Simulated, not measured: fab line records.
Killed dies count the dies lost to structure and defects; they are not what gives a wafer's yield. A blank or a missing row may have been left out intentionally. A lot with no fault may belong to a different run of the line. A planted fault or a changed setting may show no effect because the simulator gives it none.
fab line records || flow nand-harc
record {"lots": 6, "wafers": 18, "last-day": 34}
route steps=1302 shown A_STAIRCASE@844 END@1302
lots that met no fault: from a run of the same line without faults
start-h: hours from the record's first day to the start of the lot's first wafer shown || wait-h: hours since the lot's step before || " identical to the entry in the row above || L1.1+2: a single row standing in for several wafers || - no value present, or no start provided || * or withheld: withheld || < > ~ a bound
route shown NAME@n: a module of which the file shows steps, and the number in the route of the first || usual: average and standard deviation across the fault-free wafers || same: alike in all rows || chamber/n: place in a boat || sites: per-site readings || _std_site: their standard deviation || _edge_site: the outer-site mean with the inner-site mean subtracted || radius-mm: for every site, how far away it sits from the centre of the wafer || mask NAME#n: copy n || behind: the most recent tool/chamber to have shaped the wafer || hold: what put the lot on hold/how long, in hours/how the hold closed || device: whichever transistor did not switch (one of n, p or np) || end of line: the same wafers' tests at the end of the route || a step given without rows: its recipe and nothing more || killed: not the wafer's yield, but the dies lost to structure and defects at the first sort || map: a wafer's dies, x killed, . not, _ none there
set.NAME: the setting as run; set.NAME@STEP: as run at that earlier step || model.NAME: the simulator's own value behind a step, which no gauge read
certain route steps with their lots: each step a table, each wafer a row
services: a tool's chamber out of use, with start hour (start-h, from the record's first day; less than 0 if before it), hours out, and reason
## steps
# step NHARC_A_STAIRCASE_DEP_417
# recipe {"target-thk-a": 600, "step-coverage-pct": 20, "temp-c": 400, "target-thk-nm": 60, "flow-sccm": 200, "rf-w": 450, "material": "Si3N4"}
# usual {"heater-power-w": "679/50", "susceptor-temp-C": "400.01/0.23"}
{"lot.wafer": "L779.3", "tool": "pecvd-02", "chamber": 0, "start-h": 401.92, "wait-h": "-", "heater-power-w": 661, "susceptor-temp-C": 400.16}
{"lot.wafer": "L779.5", "tool": "pecvd-02", "chamber": 2, "start-h": 401.92, "wait-h": "-", "heater-power-w": 630, "susceptor-temp-C": 399.79}
{"lot.wafer": "L779.6", "tool": "pecvd-02", "chamber": 1, "start-h": 401.92, "wait-h": "-", "heater-power-w": 734, "susceptor-temp-C": 400.18}
{"lot.wafer": "L793.3", "tool": "pecvd-04", "chamber": 2, "start-h": 542.03, "wait-h": "-", "heater-power-w": 685, "susceptor-temp-C": 399.63}
{"lot.wafer": "L793.1", "tool": "pecvd-04", "chamber": 1, "start-h": 542.03, "wait-h": "-", "heater-power-w": 748, "susceptor-temp-C": 399.68}
{"lot.wafer": "L793.4", "tool": "pecvd-04", "chamber": 2, "start-h": 542.03, "wait-h": "-", "heater-power-w": 662, "susceptor-temp-C": 400.05}
{"lot.wafer": "L794.3", "tool": "pecvd-03", "chamber": 1, "start-h": 546.12, "wait-h": "-", "heater-power-w": 656, "susceptor-temp-C": 400.06}
{"lot.wafer": "L794.5", "tool": "pecvd-03", "chamber": 2, "start-h": 546.12, "wait-h": "-", "heater-power-w": 659, "susceptor-temp-C": 399.84}
{"lot.wafer": "L794.6", "tool": "pecvd-03", "chamber": 1, "start-h": 546.12, "wait-h": "-", "heater-power-w": 630, "susceptor-temp-C": 400.27}
{"lot.wafer": "L797.6", "tool": "pecvd-04", "chamber": 2, "start-h": 574.47, "wait-h": "-", "heater-power-w": 671, "susceptor-temp-C": 399.61}
{"lot.wafer": "L797.5", "tool": "pecvd-04", "chamber": 0, "start-h": 574.47, "wait-h": "-", "heater-power-w": 731, "susceptor-temp-C": 399.73}
{"lot.wafer": "L797.4", "tool": "pecvd-04", "chamber": 1, "start-h": 574.47, "wait-h": "-", "heater-power-w": 780, "susceptor-temp-C": 400.25}
{"lot.wafer": "L800.3", "tool": "pecvd-03", "chamber": 1, "start-h": 617.45, "wait-h": "-", "heater-power-w": 659, "susceptor-temp-C": 399.84}
{"lot.wafer": "L800.4", "tool": "pecvd-03", "chamber": 0, "start-h": 617.45, "wait-h": "-", "heater-power-w": 673, "susceptor-temp-C": 400.26}
{"lot.wafer": "L800.5", "tool": "pecvd-03", "chamber": 1, "start-h": 617.45, "wait-h": "-", "heater-power-w": 677, "susceptor-temp-C": 399.94}
{"lot.wafer": "L801.3", "tool": "pecvd-02", "chamber": 0, "start-h": 619.33, "wait-h": "-", "heater-power-w": 704, "susceptor-temp-C": 400.30}
{"lot.wafer": "L801.5", "tool": "pecvd-02", "chamber": 0, "start-h": 619.33, "wait-h": "-", "heater-power-w": 697, "susceptor-temp-C": 400.08}
{"lot.wafer": "L801.4", "tool": "pecvd-02", "chamber": 1, "start-h": 619.33, "wait-h": "-", "heater-power-w": 679, "susceptor-temp-C": 399.61}
# step NHARC_A_STAIRCASE_WET_418
# recipe {"temp-c": 160, "target-depth-a": 200, "chemistry": "H3PO4"}
# step NHARC_A_STAIRCASE_PRECLEAN_419
# recipe {"time-s": "*", "temp-c": 50, "bath-age-min": 0, "chemistry": "SC1"}
# step NHARC_A_STAIRCASE_SRD_421
# step NHARC_A_STAIRCASE_ALD_420
# recipe {"target-thk-a": 200, "pulse-time-s": 6, "ald-cycles": 200, "temp-c": 300, "material": "SiO2"}
# usual {"heater-power-w": "467/57", "precursor-pulse-height-rel": "1.001/0.019", "susceptor-temp-C": "300.01/0.18"}
{"lot.wafer": "L779.3", "tool": "ald-hk-01", "chamber": 2, "start-h": 403.69, "wait-h": "-", "heater-power-w": 577, "precursor-pulse-height-rel": 1.008, "susceptor-temp-C": 299.86}
{"lot.wafer": "L779.6", "tool": "ald-hk-01", "chamber": 0, "start-h": 403.69, "wait-h": "-", "heater-power-w": 412, "precursor-pulse-height-rel": 1.034, "susceptor-temp-C": 300.30}
{"lot.wafer": "L779.5", "tool": "ald-hk-01", "chamber": 1, "start-h": 403.69, "wait-h": "-", "heater-power-w": 459, "precursor-pulse-height-rel": 1.011, "susceptor-temp-C": 299.94}
{"lot.wafer": "L793.3", "tool": "ald-hk-03", "chamber": 0, "start-h": 544.90, "wait-h": "-", "heater-power-w": 500, "precursor-pulse-height-rel": 1.021, "susceptor-temp-C": 299.79}
{"lot.wafer": "L793.4", "tool": "ald-hk-03", "chamber": 1, "start-h": 544.90, "wait-h": "-", "heater-power-w": 470, "precursor-pulse-height-rel": 1.032, "susceptor-temp-C": 300.32}
{"lot.wafer": "L793.1", "tool": "ald-hk-03", "chamber": 2, "start-h": 544.90, "wait-h": "-", "heater-power-w": 537, "precursor-pulse-height-rel": 1.014, "susceptor-temp-C": 300.12}
{"lot.wafer": "L794.3", "tool": "ald-hk-03", "chamber": 1, "start-h": 549.22, "wait-h": "-", "heater-power-w": 460, "precursor-pulse-height-rel": 1.006, "susceptor-temp-C": 299.94}
{"lot.wafer": "L794.5", "tool": "ald-hk-03", "chamber": 2, "start-h": 549.22, "wait-h": "-", "heater-power-w": 541, "precursor-pulse-height-rel": 0.971, "susceptor-temp-C": 299.98}
{"lot.wafer": "L794.6", "tool": "ald-hk-03", "chamber": 3, "start-h": 549.22, "wait-h": "-", "heater-power-w": 448, "precursor-pulse-height-rel": 0.993, "susceptor-temp-C": 300.21}
{"lot.wafer": "L797.4", "tool": "ald-hk-01", "chamber": 3, "start-h": 577.04, "wait-h": "-", "heater-power-w": 399, "precursor-pulse-height-rel": 0.989, "susceptor-temp-C": 300.14}
{"lot.wafer": "L797.5", "tool": "ald-hk-01", "chamber": 3, "start-h": 578.31, "wait-h": "-", "heater-power-w": 404, "precursor-pulse-height-rel": 1.023, "susceptor-temp-C": 299.89}
{"lot.wafer": "L797.6", "tool": "ald-hk-01", "chamber": 0, "start-h": 578.31, "wait-h": "-", "heater-power-w": 397, "precursor-pulse-height-rel": 0.967, "susceptor-temp-C": 299.79}
{"lot.wafer": "L800.4", "tool": "ald-hk-01", "chamber": 0, "start-h": 620.91, "wait-h": "-", "heater-power-w": 411, "precursor-pulse-height-rel": 1.016, "susceptor-temp-C": 299.77}
{"lot.wafer": "L800.3", "tool": "ald-hk-01", "chamber": 1, "start-h": 620.91, "wait-h": "-", "heater-power-w": 455, "precursor-pulse-height-rel": 1.013, "susceptor-temp-C": 299.90}
{"lot.wafer": "L800.5", "tool": "ald-hk-01", "chamber": 1, "start-h": 620.91, "wait-h": "-", "heater-power-w": 458, "precursor-pulse-height-rel": 0.985, "susceptor-temp-C": 299.91}
{"lot.wafer": "L801.3", "tool": "ald-hk-01", "chamber": 3, "start-h": 622.05, "wait-h": "-", "heater-power-w": 404, "precursor-pulse-height-rel": 0.997, "susceptor-temp-C": 300.16}
{"lot.wafer": "L801.4", "tool": "ald-hk-01", "chamber": 2, "start-h": 622.05, "wait-h": "-", "heater-power-w": 577, "precursor-pulse-height-rel": 0.990, "susceptor-temp-C": 300.07}
{"lot.wafer": "L801.5", "tool": "ald-hk-01", "chamber": 0, "start-h": 622.05, "wait-h": "-", "heater-power-w": 419, "precursor-pulse-height-rel": 0.986, "susceptor-temp-C": 300.18}
# step NHARC_A_STAIRCASE_CVD_552
# recipe {"target-thk-a": 400, "temp-c": 700, "pressure-mtorr": 300, "material": "SiNx"}
# step NHARC_A_STAIRCASE_DEP_151
# recipe {"target-thk-a": 72000, "temp-c": 400, "target-thk-nm": 7200, "teos-flow-sccm": 200, "rf-w": 500, "material": "SiO2"}
# usual {"heater-power-w": "629/71", "mfc-precursor-sccm": "199.8/0.58", "susceptor-temp-C": "399.98/0.22"}
{"lot.wafer": "L779.3", "tool": "pecvd-03", "chamber": 1, "start-h": 412.90, "wait-h": 0.5, "heater-power-w": 611, "mfc-precursor-sccm": 199.2, "susceptor-temp-C": 400.05}
{"lot.wafer": "L779.5", "tool": "pecvd-03", "chamber": 0, "start-h": 412.90, "wait-h": 0.5, "heater-power-w": 576, "mfc-precursor-sccm": 199.8, "susceptor-temp-C": 400.07}
{"lot.wafer": "L779.6", "tool": "pecvd-03", "chamber": 2, "start-h": 412.90, "wait-h": 0.5, "heater-power-w": 587, "mfc-precursor-sccm": 200.0, "susceptor-temp-C": 399.77}
{"lot.wafer": "L793.3", "tool": "pecvd-04", "chamber": 1, "start-h": 553.01, "wait-h": 0.5, "heater-power-w": 764, "mfc-precursor-sccm": 200.0, "susceptor-temp-C": 400.08}
{"lot.wafer": "L793.1", "tool": "pecvd-04", "chamber": 2, "start-h": 553.01, "wait-h": 0.5, "heater-power-w": 588, "mfc-precursor-sccm": 199.7, "susceptor-temp-C": 399.55}
{"lot.wafer": "L793.4", "tool": "pecvd-04", "chamber": 2, "start-h": 553.01, "wait-h": 0.5, "heater-power-w": 542, "mfc-precursor-sccm": 200.9, "susceptor-temp-C": 399.89}
{"lot.wafer": "L794.3", "tool": "pecvd-04", "chamber": 0, "start-h": 557.00, "wait-h": 0.6, "heater-power-w": 729, "mfc-precursor-sccm": 200.3, "susceptor-temp-C": 399.73}
{"lot.wafer": "L794.5", "tool": "pecvd-04", "chamber": 2, "start-h": 557.00, "wait-h": 0.6, "heater-power-w": 533, "mfc-precursor-sccm": 199.6, "susceptor-temp-C": 400.13}
{"lot.wafer": "L794.6", "tool": "pecvd-04", "chamber": 0, "start-h": 557.00, "wait-h": 0.6, "heater-power-w": 579, "mfc-precursor-sccm": 200.4, "susceptor-temp-C": 400.50}
{"lot.wafer": "L797.4", "tool": "pecvd-04", "chamber": 0, "start-h": 586.42, "wait-h": 0.7, "heater-power-w": 587, "mfc-precursor-sccm": 200.2, "susceptor-temp-C": 399.89}
{"lot.wafer": "L797.6", "tool": "pecvd-04", "chamber": 1, "start-h": 586.42, "wait-h": 0.7, "heater-power-w": 641, "mfc-precursor-sccm": 200.1, "susceptor-temp-C": 400.11}
{"lot.wafer": "L797.5", "tool": "pecvd-04", "chamber": 2, "start-h": 586.42, "wait-h": 0.7, "heater-power-w": 556, "mfc-precursor-sccm": 200.3, "susceptor-temp-C": 399.76}
{"lot.wafer": "L800.3", "tool": "pecvd-02", "chamber": 0, "start-h": 629.08, "wait-h": 0.4, "heater-power-w": 790, "mfc-precursor-sccm": 200.6, "susceptor-temp-C": 400.32}
{"lot.wafer": "L800.5", "tool": "pecvd-02", "chamber": 0, "start-h": 629.08, "wait-h": 0.4, "heater-power-w": 671, "mfc-precursor-sccm": 199.7, "susceptor-temp-C": 400.14}
{"lot.wafer": "L800.4", "tool": "pecvd-02", "chamber": 2, "start-h": 629.08, "wait-h": 0.4, "heater-power-w": 571, "mfc-precursor-sccm": 199.7, "susceptor-temp-C": 400.19}
{"lot.wafer": "L801.3", "tool": "pecvd-03", "chamber": 1, "start-h": 629.35, "wait-h": 0.6, "heater-power-w": 608, "mfc-precursor-sccm": 199.8, "susceptor-temp-C": 400.11}
{"lot.wafer": "L801.5", "tool": "pecvd-03", "chamber": 0, "start-h": 629.35, "wait-h": 0.6, "heater-power-w": 560, "mfc-precursor-sccm": 199.5, "susceptor-temp-C": 399.88}
{"lot.wafer": "L801.4", "tool": "pecvd-03", "chamber": 1, "start-h": 629.35, "wait-h": 0.6, "heater-power-w": 537, "mfc-precursor-sccm": 198.6, "susceptor-temp-C": 400.26}
# step NHARC_A_STAIRCASE_ANNEAL_320
# recipe {"temp-c": 750, "time-s": 1800}
# step NHARC_A_STAIRCASE_DEP_322
# recipe {"target-thk-a": 72000, "temp-c": 400, "target-thk-nm": 7200, "teos-flow-sccm": 200, "rf-w": 500, "material": "SiO2"}
# usual {"heater-power-w": "618/64", "mfc-precursor-sccm": "200.0/0.6", "susceptor-temp-C": "399.98/0.22"}
{"lot.wafer": "L779.3", "tool": "pecvd-04", "chamber": 0, "start-h": 420.75, "wait-h": 0.1, "heater-power-w": 697, "mfc-precursor-sccm": 199.8, "susceptor-temp-C": 399.94}
{"lot.wafer": "L779.6", "tool": "pecvd-04", "chamber": 1, "start-h": 420.75, "wait-h": 0.1, "heater-power-w": 613, "mfc-precursor-sccm": 200.1, "susceptor-temp-C": 399.82}
{"lot.wafer": "L779.5", "tool": "pecvd-04", "chamber": 2, "start-h": 420.75, "wait-h": 0.1, "heater-power-w": 507, "mfc-precursor-sccm": 200.8, "susceptor-temp-C": 400.17}
{"lot.wafer": "L794.3", "tool": "pecvd-02", "chamber": 2, "start-h": 562.09, "wait-h": 0.1, "heater-power-w": 722, "mfc-precursor-sccm": 199.3, "susceptor-temp-C": 400.20}
{"lot.wafer": "L794.5", "tool": "pecvd-02", "chamber": 2, "start-h": 562.09, "wait-h": 0.1, "heater-power-w": 588, "mfc-precursor-sccm": 199.5, "susceptor-temp-C": 400.15}
{"lot.wafer": "L794.6", "tool": "pecvd-02", "chamber": 0, "start-h": 562.09, "wait-h": 0.1, "heater-power-w": 618, "mfc-precursor-sccm": 199.6, "susceptor-temp-C": 399.84}
{"lot.wafer": "L793.1", "tool": "pecvd-03", "chamber": 2, "start-h": 562.17, "wait-h": 0.2, "heater-power-w": 678, "mfc-precursor-sccm": 200.1, "susceptor-temp-C": 400.11}
{"lot.wafer": "L793.3", "tool": "pecvd-03", "chamber": 0, "start-h": 562.17, "wait-h": 0.2, "heater-power-w": 568, "mfc-precursor-sccm": 200.3, "susceptor-temp-C": 399.82}
{"lot.wafer": "L793.4", "tool": "pecvd-03", "chamber": 2, "start-h": 562.17, "wait-h": 0.2, "heater-power-w": 548, "mfc-precursor-sccm": 200.9, "susceptor-temp-C": 400.21}
{"lot.wafer": "L797.6", "tool": "pecvd-04", "chamber": 0, "start-h": 593.18, "wait-h": 0.3, "heater-power-w": 594, "mfc-precursor-sccm": 200.0, "susceptor-temp-C": 400.46}
{"lot.wafer": "L797.5", "tool": "pecvd-04", "chamber": 1, "start-h": 593.18, "wait-h": 0.3, "heater-power-w": 636, "mfc-precursor-sccm": 200.3, "susceptor-temp-C": 399.64}
{"lot.wafer": "L797.4", "tool": "pecvd-04", "chamber": 2, "start-h": 593.18, "wait-h": 0.3, "heater-power-w": 543, "mfc-precursor-sccm": 198.9, "susceptor-temp-C": 399.91}
{"lot.wafer": "L800.3", "tool": "pecvd-03", "chamber": 1, "start-h": 638.73, "wait-h": 0.1, "heater-power-w": 523, "mfc-precursor-sccm": 200.3, "susceptor-temp-C": 400.05}
{"lot.wafer": "L800.5", "tool": "pecvd-03", "chamber": 1, "start-h": 638.73, "wait-h": 0.1, "heater-power-w": 525, "mfc-precursor-sccm": 200.1, "susceptor-temp-C": 400.07}
{"lot.wafer": "L800.4", "tool": "pecvd-03", "chamber": 0, "start-h": 638.73, "wait-h": 0.1, "heater-power-w": 574, "mfc-precursor-sccm": 200.8, "susceptor-temp-C": 399.52}
{"lot.wafer": "L801.3", "tool": "pecvd-03", "chamber": 1, "start-h": 639.30, "wait-h": 0.6, "heater-power-w": 636, "mfc-precursor-sccm": 200.0, "susceptor-temp-C": 399.86}
{"lot.wafer": "L801.4", "tool": "pecvd-03", "chamber": 1, "start-h": 639.30, "wait-h": 0.6, "heater-power-w": 544, "mfc-precursor-sccm": 200.5, "susceptor-temp-C": 400.17}
{"lot.wafer": "L801.5", "tool": "pecvd-03", "chamber": 2, "start-h": 639.30, "wait-h": 0.6, "heater-power-w": 561, "mfc-precursor-sccm": 200.2, "susceptor-temp-C": 400.02}
# step NHARC_A_STAIRCASE_ANNEAL_323
# recipe {"temp-c": 750, "time-s": 1800}
# step NHARC_A_STAIRCASE_DEP_325
# recipe {"target-thk-a": 72000, "temp-c": 400, "target-thk-nm": 7200, "teos-flow-sccm": 200, "rf-w": 500, "material": "SiO2"}
# usual {"heater-power-w": "626/67", "mfc-precursor-sccm": "200.0/0.55", "susceptor-temp-C": "399.98/0.2"}
{"lot.wafer": "L779.3", "tool": "pecvd-02", "chamber": 1, "start-h": 430.52, "wait-h": 0.3, "heater-power-w": 602, "mfc-precursor-sccm": 200.2, "susceptor-temp-C": 399.74}
{"lot.wafer": "L779.6", "tool": "pecvd-02", "chamber": 2, "start-h": 430.52, "wait-h": 0.3, "heater-power-w": 595, "mfc-precursor-sccm": 200.4, "susceptor-temp-C": 400.14}
{"lot.wafer": "L779.5", "tool": "pecvd-02", "chamber": 0, "start-h": 430.52, "wait-h": 0.3, "heater-power-w": 626, "mfc-precursor-sccm": 200.0, "susceptor-temp-C": 399.72}
{"lot.wafer": "L794.3", "tool": "pecvd-04", "chamber": 0, "start-h": 569.28, "wait-h": 0.2, "heater-power-w": 696, "mfc-precursor-sccm": 272.3, "susceptor-temp-C": 400.12}
{"lot.wafer": "L794.5", "tool": "pecvd-04", "chamber": 2, "start-h": 569.28, "wait-h": 0.2, "heater-power-w": 542, "mfc-precursor-sccm": 271.6, "susceptor-temp-C": 400.19}
{"lot.wafer": "L794.6", "tool": "pecvd-04", "chamber": 0, "start-h": 569.28, "wait-h": 0.2, "heater-power-w": 585, "mfc-precursor-sccm": 272.2, "susceptor-temp-C": 400.04}
{"lot.wafer": "L793.3", "tool": "pecvd-04", "chamber": 1, "start-h": 569.76, "wait-h": 0.6, "heater-power-w": 725, "mfc-precursor-sccm": 272.7, "susceptor-temp-C": 399.89}
{"lot.wafer": "L793.1", "tool": "pecvd-04", "chamber": 0, "start-h": 569.76, "wait-h": 0.6, "heater-power-w": 737, "mfc-precursor-sccm": 271.4, "susceptor-temp-C": 399.92}
{"lot.wafer": "L793.4", "tool": "pecvd-04", "chamber": 0, "start-h": 569.76, "wait-h": 0.6, "heater-power-w": 591, "mfc-precursor-sccm": 270.4, "susceptor-temp-C": 400.06}
{"lot.wafer": "L797.4", "tool": "pecvd-03", "chamber": 0, "start-h": 600.51, "wait-h": 0.5, "heater-power-w": 572, "mfc-precursor-sccm": 201.3, "susceptor-temp-C": 399.98}
{"lot.wafer": "L797.5", "tool": "pecvd-03", "chamber": 1, "start-h": 600.51, "wait-h": 0.5, "heater-power-w": 541, "mfc-precursor-sccm": 200.3, "susceptor-temp-C": 400.13}
{"lot.wafer": "L797.6", "tool": "pecvd-03", "chamber": 0, "start-h": 600.51, "wait-h": 0.5, "heater-power-w": 590, "mfc-precursor-sccm": 200.2, "susceptor-temp-C": 399.74}
{"lot.wafer": "L800.3", "tool": "pecvd-04", "chamber": 2, "start-h": 646.18, "wait-h": 0.2, "heater-power-w": 569, "mfc-precursor-sccm": 199.6, "susceptor-temp-C": 400.25}
{"lot.wafer": "L800.5", "tool": "pecvd-04", "chamber": 2, "start-h": 646.18, "wait-h": 0.2, "heater-power-w": 525, "mfc-precursor-sccm": 199.6, "susceptor-temp-C": 400.11}
{"lot.wafer": "L800.4", "tool": "pecvd-04", "chamber": 1, "start-h": 646.18, "wait-h": 0.2, "heater-power-w": 575, "mfc-precursor-sccm": 199.8, "susceptor-temp-C": 400.05}
{"lot.wafer": "L801.3", "tool": "pecvd-02", "chamber": 2, "start-h": 646.25, "wait-h": 0.3, "heater-power-w": 680, "mfc-precursor-sccm": 201.1, "susceptor-temp-C": 400.16}
{"lot.wafer": "L801.5", "tool": "pecvd-02", "chamber": 0, "start-h": 646.25, "wait-h": 0.3, "heater-power-w": 664, "mfc-precursor-sccm": 198.9, "susceptor-temp-C": 399.95}
{"lot.wafer": "L801.4", "tool": "pecvd-02", "chamber": 1, "start-h": 646.25, "wait-h": 0.3, "heater-power-w": 555, "mfc-precursor-sccm": 200.7, "susceptor-temp-C": 399.73}
# step NHARC_A_STAIRCASE_ANNEAL_326
# recipe {"temp-c": 750, "time-s": 1800}
# step NHARC_END_SORT_01
# recipe {"temp-c": 25}
# usual {"killed-at-array": "57/17", "killed-at-other": "0.5/0.82", "killed-at-periphery": "4.0/2.8", "killed-dies": "61/18", "killed-open": "2.9/2", "killed-short": "2.3/1.7"}
# same {"gross-dies": 677}
{"lot.wafer": "L779.3", "tool": "prober-01", "chamber": 0, "start-h": 578.75, "wait-h": 3.1, "killed-at-array": 45, "killed-at-other": 0, "killed-at-periphery": 4, "killed-dies": 49, "killed-open": 6, "killed-short": 1}
{"lot.wafer": "L779.5", "tool": "prober-01", "chamber": 0, "start-h": 580.33, "wait-h": 3.7, "killed-at-array": 47, "killed-at-other": 0, "killed-at-periphery": 3, "killed-dies": 50, "killed-open": 5, "killed-short": 4}
{"lot.wafer": "L779.6", "tool": "prober-01", "chamber": 0, "start-h": 581.12, "wait-h": 4.0, "killed-at-array": 44, "killed-at-other": 0, "killed-at-periphery": 7, "killed-dies": 51, "killed-open": 4, "killed-short": 1}
{"lot.wafer": "L794.3", "tool": "prober-01", "chamber": 0, "start-h": 711.75, "wait-h": 3.1, "killed-at-array": 55, "killed-at-other": 0, "killed-at-periphery": 4, "killed-dies": 59, "killed-open": 9, "killed-short": 2}
{"lot.wafer": "L794.5", "tool": "prober-01", "chamber": 0, "start-h": 713.37, "wait-h": 3.7, "killed-at-array": 41, "killed-at-other": 0, "killed-at-periphery": 1, "killed-dies": 42, "killed-open": 4, "killed-short": 2}
{"lot.wafer": "L794.6", "tool": "prober-01", "chamber": 0, "start-h": 714.18, "wait-h": 4.1, "killed-at-array": 49, "killed-at-other": 0, "killed-at-periphery": 1, "killed-dies": 50, "killed-open": 6, "killed-short": 2}
{"lot.wafer": "L797.4", "tool": "prober-01", "chamber": 0, "start-h": 746.31, "wait-h": 3.4, "killed-at-array": 60, "killed-at-other": 0, "killed-at-periphery": 1, "killed-dies": 61, "killed-open": 3, "killed-short": 0}
{"lot.wafer": "L797.5", "tool": "prober-01", "chamber": 0, "start-h": 747.12, "wait-h": 3.7, "killed-at-array": 47, "killed-at-other": 2, "killed-at-periphery": 1, "killed-dies": 50, "killed-open": 5, "killed-short": 1}
{"lot.wafer": "L797.6", "tool": "prober-01", "chamber": 0, "start-h": 747.92, "wait-h": 4.0, "killed-at-array": 59, "killed-at-other": 0, "killed-at-periphery": 2, "killed-dies": 61, "killed-open": 3, "killed-short": 5}
# killed by level:class
L779.3 A_SLIT:chamber-film-flake=28 A_CHANNEL_HOLE_D2:chamber-film-flake=6 A_CHANNEL_FILL_D1:chamber-film-flake=2 P_GATE:geometric-particle:open=1 P_CONTACT:geometric-particle:open=1 A_ONON_D1:geometric-particle:short=1 A_CHANNEL_FILL_D2:geometric-particle:open=1 A_WL_FILL:geometric-particle:open=1
L779.5 A_SLIT:chamber-film-flake=30 A_CHANNEL_HOLE_D2:chamber-film-flake=6 A_CHANNEL_FILL_D1:geometric-particle:short=3 A_CONTACT:chamber-film-flake=2 P_GATE:geometric-particle:open=1 P_M0:geometric-particle:open=1 A_DECK1_JOINT:geometric-particle:open=1 A_ONON_D2:geometric-particle:open=1
L779.6 A_SLIT:chamber-film-flake=26 A_CHANNEL_HOLE_D2:chamber-film-flake=7 A_WL_FILL:chamber-film-flake=3 P_CONTACT:geometric-particle:open=2 P_ZERO_WELL:chamber-film-flake=2 A_CONTACT:chamber-film-flake=2 A_ONON_D2:geometric-particle:short=1 A_CONTACT:geometric-particle:open=1
L794.3 A_CHANNEL_HOLE_D2:chamber-film-flake=22 A_CHANNEL_HOLE_D1:chamber-film-flake=15 A_SLIT:chamber-film-flake=4 A_CHANNEL_FILL_D1:chamber-film-flake=3 P_M1:geometric-particle:open=2 A_DECK1_JOINT:geometric-particle:open=2 A_M1:geometric-particle:open=2 A_CONTACT:chamber-film-flake=2
L794.5 A_CHANNEL_HOLE_D2:chamber-film-flake=21 A_CHANNEL_HOLE_D1:chamber-film-flake=4 A_CHANNEL_FILL_D2:chamber-film-flake=3 A_SLIT:chamber-film-flake=2 A_CONTACT:chamber-film-flake=2 A_ONON_D1:geometric-particle:open=1 A_CHANNEL_FILL_D1:geometric-particle:short=1 A_ONON_D2:geometric-particle:open=1
L794.6 A_CHANNEL_HOLE_D2:chamber-film-flake=23 A_CHANNEL_HOLE_D1:chamber-film-flake=5 A_CHANNEL_FILL_D1:chamber-film-flake=4 A_CONTACT:chamber-film-flake=4 A_SLIT:chamber-film-flake=3 A_ONON_D1:geometric-particle:open=1 A_CHANNEL_HOLE_D1:geometric-particle:open=1 A_CHANNEL_FILL_D1:geometric-particle:open=1
L797.4 A_CHANNEL_HOLE_D2:chamber-film-flake=34 A_CHANNEL_HOLE_D1:chamber-film-flake=11 A_SLIT:chamber-film-flake=4 A_M0:chamber-film-flake=3 A_STAIRCASE:chamber-film-flake=2 A_CONTACT:chamber-film-flake=2 A_CHANNEL_FILL_D1:geometric-particle:open=1 A_DECK1_JOINT:geometric-particle:open=1
L797.5 A_CHANNEL_HOLE_D2:chamber-film-flake=19 A_CHANNEL_HOLE_D1:chamber-film-flake=7 A_CONTACT:chamber-film-flake=5 A_M0:chamber-film-flake=5 A_SLIT:chamber-film-flake=3 A_WL_FILL:geometric-particle:open=2 A_STAIRCASE:chamber-film-flake=2 A_CHANNEL_HOLE_D2:geometric-particle:short=1
L797.6 A_CHANNEL_HOLE_D2:chamber-film-flake=25 A_CONTACT:chamber-film-flake=8 A_CHANNEL_HOLE_D1:chamber-film-flake=4 A_WL_FILL:chamber-film-flake=4 A_SLIT:chamber-film-flake=4 A_M0:chamber-film-flake=4 A_SOURCE_PLATE:geometric-particle:short=2 A_ONON_D2:geometric-particle:short=2
## services
{"tool": "pecvd-02", "chamber": "-", "start-h": 408.21, "hours": 13.0, "kind": "pm"}
{"tool": "pecvd-03", "chamber": 2, "start-h": 436.46, "hours": 8.3, "kind": "repair"}
{"tool": "pecvd-04", "chamber": "-", "start-h": 450.00, "hours": 13.0, "kind": "pm"}
{"tool": "pecvd-04", "chamber": 0, "start-h": 450.00, "hours": 13.0, "kind": "vent-cycle"}
{"tool": "pecvd-04", "chamber": 1, "start-h": 450.00, "hours": 13.0, "kind": "vent-cycle"}
{"tool": "pecvd-04", "chamber": 2, "start-h": 450.00, "hours": 13.0, "kind": "vent-cycle"}
{"tool": "pecvd-04", "chamber": 0, "start-h": 463.00, "hours": "-", "kind": "clean"}
{"tool": "pecvd-04", "chamber": 1, "start-h": 463.00, "hours": "-", "kind": "clean"}
{"tool": "pecvd-04", "chamber": 2, "start-h": 463.00, "hours": "-", "kind": "clean"}
{"tool": "ald-hk-01", "chamber": "-", "start-h": 474.05, "hours": 10.0, "kind": "pm"}
{"tool": "pecvd-02", "chamber": 1, "start-h": 544.54, "hours": 8.6, "kind": "repair"}
{"tool": "pecvd-03", "chamber": "-", "start-h": 547.12, "hours": 13.0, "kind": "pm"}
{"tool": "pecvd-02", "chamber": "-", "start-h": 569.04, "hours": 1.0, "kind": "repair"}
{"tool": "pecvd-04", "chamber": 2, "start-h": 577.50, "hours": 6.2, "kind": "repair"}
{"tool": "pecvd-03", "chamber": 2, "start-h": 588.59, "hours": 15.7, "kind": "repair"}
{"tool": "pecvd-02", "chamber": "-", "start-h": 589.21, "hours": 13.0, "kind": "pm"}
{"tool": "pecvd-04", "chamber": "-", "start-h": 631.00, "hours": 13.0, "kind": "pm"}
{"tool": "pecvd-04", "chamber": 0, "start-h": 631.00, "hours": 13.0, "kind": "vent-cycle"}
{"tool": "pecvd-04", "chamber": 1, "start-h": 631.00, "hours": 13.0, "kind": "vent-cycle"}
{"tool": "pecvd-04", "chamber": 2, "start-h": 631.00, "hours": 13.0, "kind": "vent-cycle"}
{"tool": "pecvd-04", "chamber": 0, "start-h": 644.00, "hours": "-", "kind": "clean"}
{"tool": "pecvd-04", "chamber": 1, "start-h": 644.00, "hours": "-", "kind": "clean"}
{"tool": "pecvd-04", "chamber": 2, "start-h": 644.00, "hours": "-", "kind": "clean"}
{"tool": "ald-hk-03", "chamber": "-", "start-h": 645.85, "hours": 1.3, "kind": "repair"}
## key
first-sign {"step": "NHARC_A_STAIRCASE_DEP_325", "reading": "mfc-precursor-sccm", "direction": "up", "sigmas": "99+", "usual": 200.0, "struck": 271.8}
effect none on later readings
met-at NHARC_A_STAIRCASE_DEP_325
struck-wafers L793.1,L793.3,L793.4,L794.3,L794.5,L794.6
tester-left-out L793,L794
fault {"kind": "process-parameter-drift", "tool": "pecvd-04", "chamber": "-", "onset-h": 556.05, "steps": "NHARC_A_STAIRCASE_DEP_325", "channel": "teos-flow-sccm", "offset": "*", "shape": "step", "end-h": 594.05, "acts-in": "*", "stated": "*"}
# tester-left-out: of these lots the tester's yield and bins aren't shown, on N5 and GAA mostly nor the transistor test; their killed dies are dies lost to structure and defects alone, not to doping, threshold or leakage, so they don't give the yield
